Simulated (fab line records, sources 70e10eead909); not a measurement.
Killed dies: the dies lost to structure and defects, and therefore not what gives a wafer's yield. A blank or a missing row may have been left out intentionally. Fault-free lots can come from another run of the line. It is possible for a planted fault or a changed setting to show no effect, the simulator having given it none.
The tool behind it: which one? / flow nand harc / 24 lots, 72 wafers sampled, at 6 steps of a route of 1302

WHAT THE GAUGES READ, wafer by wafer
Not one reading of a measure or inspect step in the record can be checked against a usual standard deviation.

TOOL THAT RAN EACH LOT (tool first, then ch and the chambers of the sampled wafers, then the start)
lot=L074; NHARC_P_M2_DEP_33=pecvd-04 ch 0,2, day 6 17:22; NHARC_P_BONDPAD_CMP_32=cmp-01 ch 1,2,3, day 6 18:20; NHARC_P_BONDPAD_ETCH_37=rie diel-12 ch 1,2,3, day 6 19:23; NHARC_P_BONDPAD_DEGAS_25=pvd sputter-03, day 6 20:14; NHARC_A_CHANNEL_FILL_D1_ALD_15=ald sin batch-02 ch 0, day 9 10:59; NHARC_A_CHANNEL_FILL_D1_CMP_10=cmp-03 ch 0,1, day 11 06:01
lot=L075; NHARC_P_M2_DEP_33=pecvd-04 ch 0,1,2, day 6 19:19; NHARC_P_BONDPAD_CMP_32=cmp-02 ch 0,1,2, day 6 20:10; NHARC_P_BONDPAD_ETCH_37=rie diel-12 ch 1,2,3, day 6 21:14; NHARC_P_BONDPAD_DEGAS_25=pvd sputter-01, day 6 22:05; NHARC_A_CHANNEL_FILL_D1_ALD_15=ald sin batch-02 ch 0, day 11 08:50 or earlier; NHARC_A_CHANNEL_FILL_D1_CMP_10=cmp-03 ch 1,2, day 11 08:50
lot=L076; NHARC_P_M2_DEP_33=pecvd-04 ch 0,2, day 7 09:11; NHARC_P_BONDPAD_CMP_32=cmp-04 ch 0,2,3, day 7 10:01; NHARC_P_BONDPAD_ETCH_37=rie diel-04 ch 0,2,3, day 7 11:01; NHARC_P_BONDPAD_DEGAS_25=pvd sputter-02, day 7 11:54; NHARC_A_CHANNEL_FILL_D1_ALD_15=ald sin batch-01 ch 0, day 11 21:02 or earlier; NHARC_A_CHANNEL_FILL_D1_CMP_10=cmp-04 ch 0,1,2, day 11 21:02
lot=L077; NHARC_P_M2_DEP_33=pecvd-03 ch 0,1,2, day 7 19:11; NHARC_P_BONDPAD_CMP_32=cmp-04 ch 1,2,3, day 7 19:59; NHARC_P_BONDPAD_ETCH_37=rie diel-12 ch 0,1,3, day 7 21:06; NHARC_P_BONDPAD_DEGAS_25=pvd sputter-03, day 7 21:56; NHARC_A_CHANNEL_FILL_D1_ALD_15=ald sin batch-01 ch 0, day 12 08:49 or earlier; NHARC_A_CHANNEL_FILL_D1_CMP_10=cmp-04 ch 0,1,2, day 12 08:49
lot=L078; NHARC_P_M2_DEP_33=pecvd-04 ch 0,1,2, day 8 01:57; NHARC_P_BONDPAD_CMP_32=cmp-02 ch 0,1,3, day 8 02:50; NHARC_P_BONDPAD_ETCH_37=rie diel-02 ch 2,3, day 8 03:47; NHARC_P_BONDPAD_DEGAS_25=pvd sputter-03, day 8 04:40; NHARC_A_CHANNEL_FILL_D1_ALD_15=ald sin batch-01 ch 0, day 12 08:50 or earlier; NHARC_A_CHANNEL_FILL_D1_CMP_10=cmp-03 ch 0,2,3, day 12 08:50
lot=L079; NHARC_P_M2_DEP_33=pecvd-01 ch 0,1,2, day 8 17:18; NHARC_P_BONDPAD_CMP_32=cmp-02 ch 0,1,3, day 8 18:09; NHARC_P_BONDPAD_ETCH_37=rie diel-04 ch 0,1, day 8 19:11; NHARC_P_BONDPAD_DEGAS_25=pvd sputter-01, day 8 20:06; NHARC_A_CHANNEL_FILL_D1_ALD_15=ald sin batch-01 ch 0, day 12 22:19 or earlier; NHARC_A_CHANNEL_FILL_D1_CMP_10=cmp-04 ch 0,3, day 12 22:19
lot=L080; NHARC_P_M2_DEP_33=pecvd-01 ch 0,2, day 9 12:08; NHARC_P_BONDPAD_CMP_32=cmp-04 ch 0,2,3, day 9 12:58; NHARC_P_BONDPAD_ETCH_37=rie diel-04 ch 0,1,3, day 9 13:57; NHARC_P_BONDPAD_DEGAS_25=pvd sputter-02, day 9 14:49; NHARC_A_CHANNEL_FILL_D1_ALD_15=ald sin batch-01 ch 0, day 13 16:19 or earlier; NHARC_A_CHANNEL_FILL_D1_CMP_10=cmp-04 ch 0,1,3, day 13 16:19
lot=L081; NHARC_P_M2_DEP_33=pecvd-04 ch 0,1,2, day 9 12:58; NHARC_P_BONDPAD_CMP_32=cmp-01 ch 0,2,3, day 9 13:50; NHARC_P_BONDPAD_ETCH_37=rie diel-02 ch 2,3, day 9 14:55; NHARC_P_BONDPAD_DEGAS_25=pvd sputter-01, day 9 15:48; NHARC_A_CHANNEL_FILL_D1_ALD_15=ald sin batch-01 ch 0, day 13 16:19 or earlier; NHARC_A_CHANNEL_FILL_D1_CMP_10=cmp-03 ch 1,2, day 13 16:19
lot=L082; NHARC_P_M2_DEP_33=pecvd-01 ch 0,1,2, day 9 21:23; NHARC_P_BONDPAD_CMP_32=cmp-02 ch 0,1,3, day 9 22:12; NHARC_P_BONDPAD_ETCH_37=rie diel-12 ch 0,1,3, day 9 23:16; NHARC_P_BONDPAD_DEGAS_25=pvd sputter-03, day 10 00:07; NHARC_A_CHANNEL_FILL_D1_ALD_15=ald sin batch-03 ch 0, day 14 07:33 or earlier; NHARC_A_CHANNEL_FILL_D1_CMP_10=cmp-03 ch 1,2,3, day 14 07:33
lot=L084; NHARC_P_M2_DEP_33=pecvd-03 ch 1,2, day 10 13:10; NHARC_P_BONDPAD_CMP_32=cmp-01 ch 1,2, day 10 13:55; NHARC_P_BONDPAD_ETCH_37=rie diel-04 ch 1,2,3, day 10 15:02; NHARC_P_BONDPAD_DEGAS_25=pvd sputter-03, day 10 15:53; NHARC_A_CHANNEL_FILL_D1_ALD_15=ald sin batch-01 ch 0, day 14 20:02 or earlier; NHARC_A_CHANNEL_FILL_D1_CMP_10=cmp-04 ch 0,1, day 14 20:02
lot=L083; NHARC_P_M2_DEP_33=pecvd-04 ch 0,2, day 10 14:38; NHARC_P_BONDPAD_CMP_32=cmp-02 ch 0,1,3, day 10 15:29; NHARC_P_BONDPAD_ETCH_37=rie diel-04 ch 0,1,3, day 10 16:36; NHARC_P_BONDPAD_DEGAS_25=pvd sputter-02, day 10 17:27; NHARC_A_CHANNEL_FILL_D1_ALD_15=ald sin batch-01 ch 0, day 14 20:02 or earlier; NHARC_A_CHANNEL_FILL_D1_CMP_10=cmp-03 ch 1,2,3, day 14 20:02
lot=L085; NHARC_P_M2_DEP_33=pecvd-01 ch 0,1, day 11 08:04; NHARC_P_BONDPAD_CMP_32=cmp-01 ch 0,1,3, day 11 08:51; NHARC_P_BONDPAD_ETCH_37=rie diel-12 ch 0,2, day 11 09:59; NHARC_P_BONDPAD_DEGAS_25=pvd sputter-01, day 11 10:52; NHARC_A_CHANNEL_FILL_D1_ALD_15=ald sin batch-02 ch 0, day 15 14:59 or earlier; NHARC_A_CHANNEL_FILL_D1_CMP_10=cmp-01 ch 0,1,2, day 15 14:59
lot=L086; NHARC_P_M2_DEP_33=pecvd-04 ch 0,1, day 11 14:24; NHARC_P_BONDPAD_CMP_32=cmp-01 ch 0,2, day 11 15:15; NHARC_P_BONDPAD_ETCH_37=rie diel-12 ch 1,2,3, day 11 16:22; NHARC_P_BONDPAD_DEGAS_25=pvd sputter-03, day 11 17:18; NHARC_A_CHANNEL_FILL_D1_ALD_15=ald sin batch-02 ch 0, day 15 19:11 or earlier; NHARC_A_CHANNEL_FILL_D1_CMP_10=cmp-01 ch 1,2,3, day 15 19:11
lot=L087; NHARC_P_M2_DEP_33=pecvd-04 ch 1,2, day 11 17:34; NHARC_P_BONDPAD_CMP_32=cmp-02 ch 0,1,2, day 11 18:26; NHARC_P_BONDPAD_ETCH_37=rie diel-12 ch 1,2,3, day 11 19:32; NHARC_P_BONDPAD_DEGAS_25=pvd sputter-02, day 11 20:52; NHARC_A_CHANNEL_FILL_D1_ALD_15=ald sin batch-02 ch 0, day 15 19:11 or earlier; NHARC_A_CHANNEL_FILL_D1_CMP_10=cmp-04 ch 2,3, day 15 19:11
lot=L088; NHARC_P_M2_DEP_33=pecvd-03 ch 0,1, day 12 05:13; NHARC_P_BONDPAD_CMP_32=cmp-02 ch 0,3, day 12 06:02; NHARC_P_BONDPAD_ETCH_37=rie diel-04 ch 1,2, day 12 07:29; NHARC_P_BONDPAD_DEGAS_25=pvd sputter-02, day 12 08:20; NHARC_A_CHANNEL_FILL_D1_ALD_15=ald sin batch-03 ch 0, day 16 11:09 or earlier; NHARC_A_CHANNEL_FILL_D1_CMP_10=cmp-03 ch 1,2,3, day 16 11:09
lot=L089; NHARC_P_M2_DEP_33=pecvd-01 ch 0,1,2, day 13 02:43; NHARC_P_BONDPAD_CMP_32=cmp-02 ch 0,2,3, day 13 03:33; NHARC_P_BONDPAD_ETCH_37=rie diel-02 ch 0,3, day 13 04:32; NHARC_P_BONDPAD_DEGAS_25=pvd sputter-01, day 13 05:25; NHARC_A_CHANNEL_FILL_D1_ALD_15=ald sin batch-02 ch 0, day 17 07:15 or earlier; NHARC_A_CHANNEL_FILL_D1_CMP_10=cmp-03 ch 0,1,2, day 17 07:15
lot=L090; NHARC_P_M2_DEP_33=pecvd-03 ch 1,2, day 13 09:25; NHARC_P_BONDPAD_CMP_32=cmp-02 ch 0,3, day 13 10:09; NHARC_P_BONDPAD_ETCH_37=rie diel-04 ch 0,2,3, day 13 11:17; NHARC_P_BONDPAD_DEGAS_25=pvd sputter-02, day 13 12:07; NHARC_A_CHANNEL_FILL_D1_ALD_15=ald sin batch-01 ch 0, day 17 20:23 or earlier; NHARC_A_CHANNEL_FILL_D1_CMP_10=cmp-01 ch 0,1,3, day 17 20:23
lot=L091; NHARC_P_M2_DEP_33=pecvd-04 ch 0,1,2, day 13 14:10; NHARC_P_BONDPAD_CMP_32=cmp-02 ch 0,1,2, day 13 15:01; NHARC_P_BONDPAD_ETCH_37=rie diel-12 ch 0,2,3, day 13 16:07; NHARC_P_BONDPAD_DEGAS_25=pvd sputter-02, day 13 16:59; NHARC_A_CHANNEL_FILL_D1_ALD_15=ald sin batch-02 ch 0, day 18 05:28 or earlier; NHARC_A_CHANNEL_FILL_D1_CMP_10=cmp-04 ch 0,2,3, day 18 05:28
lot=L092; NHARC_P_M2_DEP_33=pecvd-01 ch 0,1, day 13 19:50; NHARC_P_BONDPAD_CMP_32=cmp-01 ch 0,1, day 13 20:41; NHARC_P_BONDPAD_ETCH_37=rie diel-02 ch 1,2, day 13 21:46; NHARC_P_BONDPAD_DEGAS_25=pvd sputter-02, day 13 22:38; NHARC_A_CHANNEL_FILL_D1_ALD_15=ald sin batch-02 ch 0, day 18 05:28 or earlier; NHARC_A_CHANNEL_FILL_D1_CMP_10=cmp-03 ch 1,2,3, day 18 05:28
lot=L093; NHARC_P_M2_DEP_33=pecvd-03 ch 0,1,2, day 14 08:35; NHARC_P_BONDPAD_CMP_32=cmp-02 ch 1,2,3, day 14 09:20; NHARC_P_BONDPAD_ETCH_37=rie diel-04 ch 0,1,2, day 14 10:22; NHARC_P_BONDPAD_DEGAS_25=pvd sputter-01, day 14 11:14; NHARC_A_CHANNEL_FILL_D1_ALD_15=ald sin batch-01 ch 0, day 18 14:16 or earlier; NHARC_A_CHANNEL_FILL_D1_CMP_10=cmp-04 ch 0,1,3, day 18 14:16
lot=L094; NHARC_P_M2_DEP_33=pecvd-03 ch 0,1, day 14 21:05; NHARC_P_BONDPAD_CMP_32=cmp-04 ch 1,3, day 14 21:52; NHARC_P_BONDPAD_ETCH_37=rie diel-12 ch 0,3, day 14 22:49; NHARC_P_BONDPAD_DEGAS_25=pvd sputter-01, day 14 23:40; NHARC_A_CHANNEL_FILL_D1_ALD_15=ald sin batch-02 ch 0, day 19 00:52 or earlier; NHARC_A_CHANNEL_FILL_D1_CMP_10=cmp-01 ch 0,1,2, day 19 00:52
lot=L095; NHARC_P_M2_DEP_33=pecvd-03 ch 0,1,2, day 15 00:49; NHARC_P_BONDPAD_CMP_32=cmp-04 ch 0,1,2, day 15 01:39; NHARC_P_BONDPAD_ETCH_37=rie diel-02 ch 0,1, day 15 02:45; NHARC_P_BONDPAD_DEGAS_25=pvd sputter-01, day 15 03:37; NHARC_A_CHANNEL_FILL_D1_ALD_15=ald sin batch-03 ch 0, day 19 13:43 or earlier; NHARC_A_CHANNEL_FILL_D1_CMP_10=cmp-03 ch 0,3, day 19 13:43
lot=L096; NHARC_P_M2_DEP_33=pecvd-04 ch 0,1, day 15 10:50; NHARC_P_BONDPAD_CMP_32=cmp-02 ch 0,1, day 15 11:34; NHARC_P_BONDPAD_ETCH_37=rie diel-02 ch 0,1, day 15 12:41; NHARC_P_BONDPAD_DEGAS_25=pvd sputter-01, day 15 13:35; NHARC_A_CHANNEL_FILL_D1_ALD_15=ald sin batch-03 ch 0, day 19 23:43 or earlier; NHARC_A_CHANNEL_FILL_D1_CMP_10=cmp-04 ch 0,1,3, day 19 23:43
lot=L097; NHARC_P_M2_DEP_33=pecvd-04 ch 0,2, day 15 23:37; NHARC_P_BONDPAD_CMP_32=cmp-01 ch 1,2,3, day 16 00:22; NHARC_P_BONDPAD_ETCH_37=rie diel-02 ch 1,2, day 16 01:29; NHARC_P_BONDPAD_DEGAS_25=pvd sputter-01, day 16 02:25; NHARC_A_CHANNEL_FILL_D1_ALD_15=ald sin batch-02 ch 0, day 20 09:10 or earlier; NHARC_A_CHANNEL_FILL_D1_CMP_10=cmp-01 ch 0,1, day 20 09:10
- NHARC_P_M2_DEP_33: deposits SiCN, target thk 30 nm.
- NHARC_P_BONDPAD_CMP_32: polishes SiCN, target thk 200 nm.
- NHARC_P_BONDPAD_ETCH_37: etches the open film in N2/H2, target depth 60 nm, overetch 18 nm, time 65.91 s.
- NHARC_P_BONDPAD_DEGAS_25: time 60 s.
- NHARC_A_CHANNEL_FILL_D1_ALD_15: deposits SiNx, target thk 2 nm, pulse time 60 s, ald cycles 19.
- NHARC_A_CHANNEL_FILL_D1_CMP_10: polishes, target thk 150 nm.

WHAT THE TOOLS THEMSELVES READ (means of the sampled wafers that have a number; where no wafer has one, the mark that the record gives instead)
NHARC_P_M2_DEP_33.
lot=L074; tool=pecvd-04; heater power w (W)=599
lot=L075; tool=pecvd-04; heater power w (W)=599
lot=L076; tool=pecvd-04; heater power w (W)=576
lot=L077; tool=pecvd-03; heater power w (W)=520
lot=L078; tool=pecvd-04; heater power w (W)=555
lot=L079; tool=pecvd-01; heater power w (W)=676
lot=L080; tool=pecvd-01; heater power w (W)=554
lot=L081; tool=pecvd-04; heater power w (W)=573
lot=L082; tool=pecvd-01; heater power w (W)=672
lot=L084; tool=pecvd-03; heater power w (W)=511
lot=L083; tool=pecvd-04; heater power w (W)=585
lot=L085; tool=pecvd-01; heater power w (W)=666
lot=L086; tool=pecvd-04; heater power w (W)=597
lot=L087; tool=pecvd-04; heater power w (W)=564
lot=L088; tool=pecvd-03; heater power w (W)=519
lot=L089; tool=pecvd-01; heater power w (W)=677
lot=L090; tool=pecvd-03; heater power w (W)=556
lot=L091; tool=pecvd-04; heater power w (W)=609
lot=L092; tool=pecvd-01; heater power w (W)=705
lot=L093; tool=pecvd-03; heater power w (W)=528
lot=L094; tool=pecvd-03; heater power w (W)=553
lot=L095; tool=pecvd-03; heater power w (W)=516
lot=L096; tool=pecvd-04; heater power w (W)=651
lot=L097; tool=pecvd-04; heater power w (W)=560

NHARC_P_BONDPAD_CMP_32.
lot=L074; tool=cmp-01; edge zone pressure frac=1.000; motor current A (A)=12.4
lot=L075; tool=cmp-02; edge zone pressure frac=0.995; motor current A (A)=11.5
lot=L076; tool=cmp-04; edge zone pressure frac=1.002; motor current A (A)=11.5
lot=L077; tool=cmp-04; edge zone pressure frac=1.000; motor current A (A)=12.0
lot=L078; tool=cmp-02; edge zone pressure frac=0.998; motor current A (A)=11.6
lot=L079; tool=cmp-02; edge zone pressure frac=1.000; motor current A (A)=11.6
lot=L080; tool=cmp-04; edge zone pressure frac=1.000; motor current A (A)=11.9
lot=L081; tool=cmp-01; edge zone pressure frac=1.000; motor current A (A)=12.3
lot=L082; tool=cmp-02; edge zone pressure frac=1.000; motor current A (A)=11.6
lot=L084; tool=cmp-01; edge zone pressure frac=0.998; motor current A (A)=12.2
lot=L083; tool=cmp-02; edge zone pressure frac=1.001; motor current A (A)=11.3
lot=L085; tool=cmp-01; edge zone pressure frac=1.003; motor current A (A)=13.5
lot=L086; tool=cmp-01; edge zone pressure frac=0.993; motor current A (A)=11.6
lot=L087; tool=cmp-02; edge zone pressure frac=1.002; motor current A (A)=11.7
lot=L088; tool=cmp-02; edge zone pressure frac=1.000; motor current A (A)=11.5
lot=L089; tool=cmp-02; edge zone pressure frac=0.999; motor current A (A)=11.9
lot=L090; tool=cmp-02; edge zone pressure frac=0.995; motor current A (A)=11.4
lot=L091; tool=cmp-02; edge zone pressure frac=0.999; motor current A (A)=11.5
lot=L092; tool=cmp-01; edge zone pressure frac=0.997; motor current A (A)=12.8
lot=L093; tool=cmp-02; edge zone pressure frac=1.003; motor current A (A)=11.1
lot=L094; tool=cmp-04; edge zone pressure frac=0.999; motor current A (A)=11.4
lot=L095; tool=cmp-04; edge zone pressure frac=0.999; motor current A (A)=12.7
lot=L096; tool=cmp-02; edge zone pressure frac=0.994; motor current A (A)=11.6
lot=L097; tool=cmp-01; edge zone pressure frac=0.994; motor current A (A)=12.2

NHARC_P_BONDPAD_ETCH_37.
lot=L074; tool=rie diel-12; chamber pressure mTorr (mTorr)=29.993; drypump motor current A (A)=5.3; oes product au (a.u.)=1.006; rf vpp V (V)=430.5; showerhead plenum p Torr (Torr)=2.04; throttle valve pct (%)=14.181
lot=L075; tool=rie diel-12; chamber pressure mTorr (mTorr)=29.997; drypump motor current A (A)=5.3; oes product au (a.u.)=1.010; rf vpp V (V)=429.9; showerhead plenum p Torr (Torr)=2.04; throttle valve pct (%)=14.178
lot=L076; tool=rie diel-04; chamber pressure mTorr (mTorr)=29.988; drypump motor current A (A)=5.3; oes product au (a.u.)=0.996; rf vpp V (V)=429.2; showerhead plenum p Torr (Torr)=2.00; throttle valve pct (%)=14.172
lot=L077; tool=rie diel-12; chamber pressure mTorr (mTorr)=29.987; drypump motor current A (A)=5.5; oes product au (a.u.)=1.006; rf vpp V (V)=430.4; showerhead plenum p Torr (Torr)=2.02; throttle valve pct (%)=14.177
lot=L078; tool=rie diel-02; chamber pressure mTorr (mTorr)=29.974; drypump motor current A (A)=5.4; oes product au (a.u.)=0.988; rf vpp V (V)=432.0; showerhead plenum p Torr (Torr)=2.04; throttle valve pct (%)=14.164
lot=L079; tool=rie diel-04; chamber pressure mTorr (mTorr)=30.015; drypump motor current A (A)=5.0; oes product au (a.u.)=1.001; rf vpp V (V)=427.3; showerhead plenum p Torr (Torr)=1.93; throttle valve pct (%)=14.169
lot=L080; tool=rie diel-04; chamber pressure mTorr (mTorr)=30.006; drypump motor current A (A)=5.2; oes product au (a.u.)=1.002; rf vpp V (V)=428.9; showerhead plenum p Torr (Torr)=1.95; throttle valve pct (%)=14.171
lot=L081; tool=rie diel-02; chamber pressure mTorr (mTorr)=30.006; drypump motor current A (A)=5.4; oes product au (a.u.)=1.007; rf vpp V (V)=430.6; showerhead plenum p Torr (Torr)=2.04; throttle valve pct (%)=14.168
lot=L082; tool=rie diel-12; chamber pressure mTorr (mTorr)=29.979; drypump motor current A (A)=5.5; oes product au (a.u.)=1.012; rf vpp V (V)=429.9; showerhead plenum p Torr (Torr)=2.02; throttle valve pct (%)=14.172
lot=L084; tool=rie diel-04; chamber pressure mTorr (mTorr)=29.984; drypump motor current A (A)=5.1; oes product au (a.u.)=0.993; rf vpp V (V)=430.5; showerhead plenum p Torr (Torr)=2.02; throttle valve pct (%)=14.163
lot=L083; tool=rie diel-04; chamber pressure mTorr (mTorr)=30.022; drypump motor current A (A)=5.2; oes product au (a.u.)=0.995; rf vpp V (V)=427.9; showerhead plenum p Torr (Torr)=1.95; throttle valve pct (%)=14.172
lot=L085; tool=rie diel-12; chamber pressure mTorr (mTorr)=29.998; drypump motor current A (A)=5.1; oes product au (a.u.)=1.011; rf vpp V (V)=432.2; showerhead plenum p Torr (Torr)=2.10; throttle valve pct (%)=14.175
lot=L086; tool=rie diel-12; chamber pressure mTorr (mTorr)=30.013; drypump motor current A (A)=5.2; oes product au (a.u.)=1.003; rf vpp V (V)=430.3; showerhead plenum p Torr (Torr)=2.04; throttle valve pct (%)=14.164
lot=L087; tool=rie diel-12; chamber pressure mTorr (mTorr)=29.963; drypump motor current A (A)=5.3; oes product au (a.u.)=1.002; rf vpp V (V)=430.0; showerhead plenum p Torr (Torr)=2.04; throttle valve pct (%)=14.174
lot=L088; tool=rie diel-04; chamber pressure mTorr (mTorr)=30.002; drypump motor current A (A)=4.9; oes product au (a.u.)=0.997; rf vpp V (V)=429.3; showerhead plenum p Torr (Torr)=2.00; throttle valve pct (%)=14.158
lot=L089; tool=rie diel-02; chamber pressure mTorr (mTorr)=29.986; drypump motor current A (A)=5.4; oes product au (a.u.)=0.993; rf vpp V (V)=431.8; showerhead plenum p Torr (Torr)=2.09; throttle valve pct (%)=14.173
lot=L090; tool=rie diel-04; chamber pressure mTorr (mTorr)=30.011; drypump motor current A (A)=5.3; oes product au (a.u.)=1.003; rf vpp V (V)=430.0; showerhead plenum p Torr (Torr)=2.00; throttle valve pct (%)=14.181
lot=L091; tool=rie diel-12; chamber pressure mTorr (mTorr)=30.007; drypump motor current A (A)=5.2; oes product au (a.u.)=1.003; rf vpp V (V)=431.3; showerhead plenum p Torr (Torr)=2.08; throttle valve pct (%)=14.175
lot=L092; tool=rie diel-02; chamber pressure mTorr (mTorr)=29.984; drypump motor current A (A)=6.2; oes product au (a.u.)=1.005; rf vpp V (V)=431.9; showerhead plenum p Torr (Torr)=2.07; throttle valve pct (%)=14.177
lot=L093; tool=rie diel-04; chamber pressure mTorr (mTorr)=29.998; drypump motor current A (A)=5.1; oes product au (a.u.)=1.005; rf vpp V (V)=429.4; showerhead plenum p Torr (Torr)=1.98; throttle valve pct (%)=14.178
lot=L094; tool=rie diel-12; chamber pressure mTorr (mTorr)=30.015; drypump motor current A (A)=5.5; oes product au (a.u.)=1.012; rf vpp V (V)=431.6; showerhead plenum p Torr (Torr)=2.07; throttle valve pct (%)=14.171
lot=L095; tool=rie diel-02; chamber pressure mTorr (mTorr)=29.993; drypump motor current A (A)=5.9; oes product au (a.u.)=1.003; rf vpp V (V)=432.1; showerhead plenum p Torr (Torr)=2.12; throttle valve pct (%)=14.176
lot=L096; tool=rie diel-02; chamber pressure mTorr (mTorr)=30.012; drypump motor current A (A)=5.7; oes product au (a.u.)=1.002; rf vpp V (V)=432.4; showerhead plenum p Torr (Torr)=2.11; throttle valve pct (%)=14.173
lot=L097; tool=rie diel-02; chamber pressure mTorr (mTorr)=29.986; drypump motor current A (A)=6.1; oes product au (a.u.)=1.000; rf vpp V (V)=431.8; showerhead plenum p Torr (Torr)=2.09; throttle valve pct (%)=14.166

NHARC_P_BONDPAD_DEGAS_25.
lot=L074; tool=pvd sputter-03; heater power w (W)=451
lot=L075; tool=pvd sputter-01; heater power w (W)=479
lot=L076; tool=pvd sputter-02; heater power w (W)=429
lot=L077; tool=pvd sputter-03; heater power w (W)=472
lot=L078; tool=pvd sputter-03; heater power w (W)=448
lot=L079; tool=pvd sputter-01; heater power w (W)=429
lot=L080; tool=pvd sputter-02; heater power w (W)=442
lot=L081; tool=pvd sputter-01; heater power w (W)=405
lot=L082; tool=pvd sputter-03; heater power w (W)=455
lot=L084; tool=pvd sputter-03; heater power w (W)=470
lot=L083; tool=pvd sputter-02; heater power w (W)=446
lot=L085; tool=pvd sputter-01; heater power w (W)=422
lot=L086; tool=pvd sputter-03; heater power w (W)=463
lot=L087; tool=pvd sputter-02; heater power w (W)=462
lot=L088; tool=pvd sputter-02; heater power w (W)=503
lot=L089; tool=pvd sputter-01; heater power w (W)=444
lot=L090; tool=pvd sputter-02; heater power w (W)=496
lot=L091; tool=pvd sputter-02; heater power w (W)=467
lot=L092; tool=pvd sputter-02; heater power w (W)=433
lot=L093; tool=pvd sputter-01; heater power w (W)=414
lot=L094; tool=pvd sputter-01; heater power w (W)=455
lot=L095; tool=pvd sputter-01; heater power w (W)=375
lot=L096; tool=pvd sputter-01; heater power w (W)=458
lot=L097; tool=pvd sputter-01; heater power w (W)=484

NHARC_A_CHANNEL_FILL_D1_ALD_15.
lot=L074; tool=ald sin batch-02; precursor pulse height rel=0.994
lot=L075; tool=ald sin batch-02; precursor pulse height rel=0.987
lot=L076; tool=ald sin batch-01; precursor pulse height rel=1.009
lot=L077; tool=ald sin batch-01; precursor pulse height rel=1.006
lot=L078; tool=ald sin batch-01; precursor pulse height rel=0.990
lot=L079; tool=ald sin batch-01; precursor pulse height rel=1.005
lot=L080; tool=ald sin batch-01; precursor pulse height rel=1.014
lot=L081; tool=ald sin batch-01; precursor pulse height rel=1.000
lot=L082; tool=ald sin batch-03; precursor pulse height rel=1.003
lot=L084; tool=ald sin batch-01; precursor pulse height rel=0.996
lot=L083; tool=ald sin batch-01; precursor pulse height rel=1.001
lot=L085; tool=ald sin batch-02; precursor pulse height rel=1.004
lot=L086; tool=ald sin batch-02; precursor pulse height rel=1.004
lot=L087; tool=ald sin batch-02; precursor pulse height rel=0.999
lot=L088; tool=ald sin batch-03; precursor pulse height rel=1.004
lot=L089; tool=ald sin batch-02; precursor pulse height rel=0.992
lot=L090; tool=ald sin batch-01; precursor pulse height rel=0.986
lot=L091; tool=ald sin batch-02; precursor pulse height rel=0.982
lot=L092; tool=ald sin batch-02; precursor pulse height rel=0.985
lot=L093; tool=ald sin batch-01; precursor pulse height rel=0.994
lot=L094; tool=ald sin batch-02; precursor pulse height rel=1.001
lot=L095; tool=ald sin batch-03; precursor pulse height rel=0.987
lot=L096; tool=ald sin batch-03; precursor pulse height rel=0.997
lot=L097; tool=ald sin batch-02; precursor pulse height rel=0.997

NHARC_A_CHANNEL_FILL_D1_CMP_10.
lot=L074; tool=cmp-03; edge zone pressure frac=1.003; motor current A (A)=11.6; time to endpoint s (s)=17.2
lot=L075; tool=cmp-03; edge zone pressure frac=0.999; motor current A (A)=11.5; time to endpoint s (s)=13.6
lot=L076; tool=cmp-04; edge zone pressure frac=0.999; motor current A (A)=12.5; time to endpoint s (s)=16.9
lot=L077; tool=cmp-04; edge zone pressure frac=0.999; motor current A (A)=12.4; time to endpoint s (s)=15.7
lot=L078; tool=cmp-03; edge zone pressure frac=1.001; motor current A (A)=11.3; time to endpoint s (s)=14.9
lot=L079; tool=cmp-04; edge zone pressure frac=1.002; motor current A (A)=11.5; time to endpoint s (s)=13.8
lot=L080; tool=cmp-04; edge zone pressure frac=1.000; motor current A (A)=11.9; time to endpoint s (s)=10.5
lot=L081; tool=cmp-03; edge zone pressure frac=1.006; motor current A (A)=12.0; time to endpoint s (s)=14.7
lot=L082; tool=cmp-03; edge zone pressure frac=1.000; motor current A (A)=11.4; time to endpoint s (s)=17.4
lot=L084; tool=cmp-04; edge zone pressure frac=0.998; motor current A (A)=12.4; time to endpoint s (s)=16.1
lot=L083; tool=cmp-03; edge zone pressure frac=0.999; motor current A (A)=11.2; time to endpoint s (s)=16.3
lot=L085; tool=cmp-01; edge zone pressure frac=1.001; motor current A (A)=12.3; time to endpoint s (s)=14.1
lot=L086; tool=cmp-01; edge zone pressure frac=0.995; motor current A (A)=12.7; time to endpoint s (s)=15.2
lot=L087; tool=cmp-04; edge zone pressure frac=1.002; motor current A (A)=11.7; time to endpoint s (s)=14.2
lot=L088; tool=cmp-03; edge zone pressure frac=1.000; motor current A (A)=11.1; time to endpoint s (s)=15.9
lot=L089; tool=cmp-03; edge zone pressure frac=0.995; motor current A (A)=12.0; time to endpoint s (s)=13.7
lot=L090; tool=cmp-01; edge zone pressure frac=1.000; motor current A (A)=13.4; time to endpoint s (s)=14.4
lot=L091; tool=cmp-04; edge zone pressure frac=0.999; motor current A (A)=11.6; time to endpoint s (s)=18.4
lot=L092; tool=cmp-03; edge zone pressure frac=0.997; motor current A (A)=11.0; time to endpoint s (s)=13.9
lot=L093; tool=cmp-04; edge zone pressure frac=1.000; motor current A (A)=12.2; time to endpoint s (s)=14.4
lot=L094; tool=cmp-01; edge zone pressure frac=0.999; motor current A (A)=12.2; time to endpoint s (s)=15.8
lot=L095; tool=cmp-03; edge zone pressure frac=1.002; motor current A (A)=11.3; time to endpoint s (s)=14.6
lot=L096; tool=cmp-04; edge zone pressure frac=0.999; motor current A (A)=12.1; time to endpoint s (s)=13.9
lot=L097; tool=cmp-01; edge zone pressure frac=1.003; motor current A (A)=13.1; time to endpoint s (s)=14.3

THE ANSWER, worked out from the rows above alone
Rule: what is usual is taken from the lots themselves. The widest of any qualifying gaps counts: lots, ordered by their means at a reading, are off when they make up no more than a third of the lots, leave a main group of 4 or more, and stand apart from it by 3 or more times the standard deviation of that group's means. Not used: any main group whose means are identical at the precision the tables above print for the reading. A lot without any number at a reading at which 4 lots or more have one is off too. Where the step has rows for the other lots, those lots are counted as sound. First the gauges in route order, then the tools' own readings, where a lot's mean is used as printed above. At the first step where some lot is off, the reading lying furthest off is the one used; lots without a number count as furthest.
Across all readings shown, no lot is off: no conclusion can be drawn from this.

WHAT HAD BEEN PUT IN BY THE SIMULATOR
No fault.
